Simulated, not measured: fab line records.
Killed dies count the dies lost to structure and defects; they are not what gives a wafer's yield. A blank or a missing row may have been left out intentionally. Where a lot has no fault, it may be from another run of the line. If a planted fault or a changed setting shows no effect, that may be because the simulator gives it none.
A struck lot beside a sound one -- flow n5-finfet -- 16 steps out of a route of 1938
Sound: the wafers L517.1, L517.4, L517.6. Struck: wafer L521.3 (left out: L521.1, a lot-mate that was not struck); the cause follows at the end.
Per side, at each step with rows, come the tool, then ch with its chambers, and then its first start. Under that, the readings that differ: sound wafers -- struck wafers -- difference of the means -- sigmas: that difference in standard deviations of wafers without a fault.
alike: readings whose means differ by less than 2 such deviations, and words and numbers that are the same on both sides. not compared: withheld readings, readings that some wafer has no value for, bounds like >300 that may hide the same value, and numbers for which the record gives no deviation and whose values overlap.
A row with sigmas, a row that says differs or no value, or rows on one side alone: a step with any of these is where the two part. When numbers do not overlap yet have no deviation, they are printed without sigmas and do not part them. A reading that every wafer of one side lacks parts them only if that side has two wafers or more.

first, 7 steps without rows for these wafers: N5_MOL_CONTACT_COAG_COAT_58 (time 60 s, resist thk 10 nm); N5_MOL_CONTACT_COAG_COAT_02 (resist thk 30 nm); N5_MOL_CONTACT_COAG_EBR_04; N5_MOL_CONTACT_COAG_SOFTBAKE_03 (time 60 s); N5_MOL_CONTACT_COAG_EXPOSE_05 (exposes mask CA, defocus 0 nm); N5_MOL_CONTACT_COAG_PEB_06 (peb time 60 s); N5_MOL_CONTACT_COAG_DEVELOP_07 (develop time 30 s).
N5_MOL_CONTACT_COAG_CD_MEAS_08 targets a cd of 28 nm.
  sound on cd-sem-02 ch 0, day 7 20:25; struck on cd-sem-02 ch 0, day 8 16:03
reading,sound,struck,difference,sigmas
cd-nm (nm),27.67 27.56 27.43,28.49,+0.94,+3
N5_MOL_CONTACT_COAG_OVL_MEAS_09:
  sound on overlay-01 ch 0, day 7 20:26; struck on overlay-01 ch 0, day 8 16:05
  alike: CA_OVL
N5_MOL_CONTACT_COAG_INSPECT_10: inspects for defects (brightfield).
  sound on defect-inspect-02, day 7 20:30; struck on defect-inspect-02, day 8 16:08
  alike: raw-defect-count
N5_MOL_CONTACT_COAG_DESCUM_13: chemistry O2, time 7 s.
  sound on rie-diel-01 ch 0,1,2, day 7 20:32; struck on rie-diel-01 ch 2, day 8 16:11
  alike: drypump-motor-current-A, oes-product-au, rf-vpp-V, showerhead-plenum-p-Torr, throttle-valve-pct
  not compared: rf-hours-counter-h
N5_MOL_CONTACT_COAG_ETCH_59: etches underlayer in N2/H2, target depth 13 nm, time 10.4 s.
  sound on rie-diel-01 ch 0,1,2, day 7 20:34; struck on rie-diel-01 ch 2, day 8 16:13
reading,sound,struck,difference,sigmas
n2-flow-sccm (sccm),200.0 199.9 199.3,201.0,+1.3,+2
  alike: drypump-motor-current-A, etch-rf-on-time-s, oes-product-au, rf-vpp-V, showerhead-plenum-p-Torr, throttle-valve-pct
  not compared: rf-hours-counter-h
N5_MOL_CONTACT_COAG_ETCH_105: etches SiARC in CF4, target depth 15.6 nm, time 26 s.
  sound on rie-diel-01 ch 0,1,2, day 7 20:35; struck on rie-diel-01 ch 2, day 8 16:14
reading,sound,struck,difference,sigmas
etch-rf-on-time-s (s),26.4 26.2 25.8,19.7,-6.4,-14
  alike: drypump-motor-current-A, oes-product-au, rf-vpp-V, showerhead-plenum-p-Torr, throttle-valve-pct
  not compared: rf-hours-counter-h
N5_MOL_CONTACT_COAG_ETCH_106: etches SOC in N2/H2, target depth 80 nm, overetch 16 nm, time 120 s.
  sound on rie-diel-01 ch 0,1,2, day 7 20:37; struck on rie-diel-01 ch 2, day 8 16:16
  alike: drypump-motor-current-A, n2-flow-sccm, oes-product-au, rf-vpp-V, showerhead-plenum-p-Torr, throttle-valve-pct
  not compared: rf-hours-counter-h
-- the record jumps here: 5 days lie between the struck wafers' starts before and after (it left off in module MOL_CONTACT_COAG and takes up again in module BEOL_M4, whose first step shown is number 1111 of the route) --
N5_BEOL_M4_RC_MEAS_101:
  sound on prober-01 ch 0, day 13 07:13; struck on prober-01 ch 0, day 13 20:19
  alike: DIBL_N, DIBL_P, IOFF_N, IOFF_P, ION_N, ION_P, SS_N, SS_P, VT_N, VT_P
-- here the record skips 5 days between the struck wafers' starts before and after, leaving off in module BEOL_M4 and picking up in module PASSIVATION (first step shown: number 1936 of the route) --
N5_PASSIVATION_PROBE_49:
  sound on prober-02, day 17 20:25; struck on prober-01, day 18 15:23
  alike: defect-limited-yield, killed_at_M0_to_M3, killed_at_M4_up, killed-at-contacts, killed-at-front-end, killed-at-other, killed-dies, killed-open, killed-short, sort_bin_5_function, sort_bin_6_memory, sort-n-pass, sort-yield-pct

== WHERE THEY PART ==
At N5_MOL_CONTACT_COAG_CD_MEAS_08 first; at N5_MOL_CONTACT_COAG_ETCH_105 last (within this record only). Later steps at which nothing parts them and some readings are alike: N5_MOL_CONTACT_COAG_ETCH_106, N5_BEOL_M4_RC_MEAS_101, N5_PASSIVATION_PROBE_49.

WHY: what had been put in by the simulator
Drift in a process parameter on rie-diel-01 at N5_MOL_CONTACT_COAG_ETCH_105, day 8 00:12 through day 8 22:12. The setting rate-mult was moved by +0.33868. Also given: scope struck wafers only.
